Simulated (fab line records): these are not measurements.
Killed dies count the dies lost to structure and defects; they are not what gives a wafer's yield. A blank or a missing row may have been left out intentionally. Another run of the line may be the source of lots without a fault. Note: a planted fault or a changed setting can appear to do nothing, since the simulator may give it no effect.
Chamber matching -- flow n5 finfet -- N5_FIN_SAQP_ETCH_52 on rie diel-05 has 4 sister chambers
The step etches SOC in N2/H2, target depth 100 nm, overetch 20 nm, time 150 s. 4 wafers are shown with their chamber, then 8 later ones without.

## EACH WAFER AND ITS CHAMBER
wafer,chamber,showerhead plenum p Torr (Torr)
L079.4,0,2.60
L080.4,1,2.49
L080.5,2,2.66
L082.1,3,2.50

## WAFERS WITH NO CHAMBER GIVEN
wafer,showerhead plenum p Torr (Torr)
L082.3,2.49
L082.4,2.60
L095.2,2.58
L095.5,2.48
L095.6,2.58
L097.1,2.64
L097.5,2.48
L097.6,2.64

## WHICH CHAMBER EACH WENT THROUGH
wafer,from the rows above,in truth
L082.3,can't be placed: 1 or 3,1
L082.4,0,0
L095.2,0,0
L095.5,can't be placed: 1 or 3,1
L095.6,0,0
L097.1,can't be placed: 2 or 0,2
L097.5,can't be placed: 1 or 3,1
L097.6,can't be placed: 2 or 0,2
Correctly placed: 3 of 8. Can't be placed from these rows: 5 (the true chamber is among the candidates in 5). Wrongly placed: 0.
How it was worked out, from the rows above alone: a wafer's distance from a chamber is the root of the sum, over the readings, of the square of ((its reading less the chamber's mean) divided by the reading's scatter). If the next closest chamber is less than 2 further off than the closest, the wafer can't be placed; otherwise it belongs to the closest. Each chamber's mean is taken over the wafers shown for it. The scatter (one wafer shown for each chamber): square how far every hidden wafer sits from the nearest shown wafer, average those squares and take the square root.
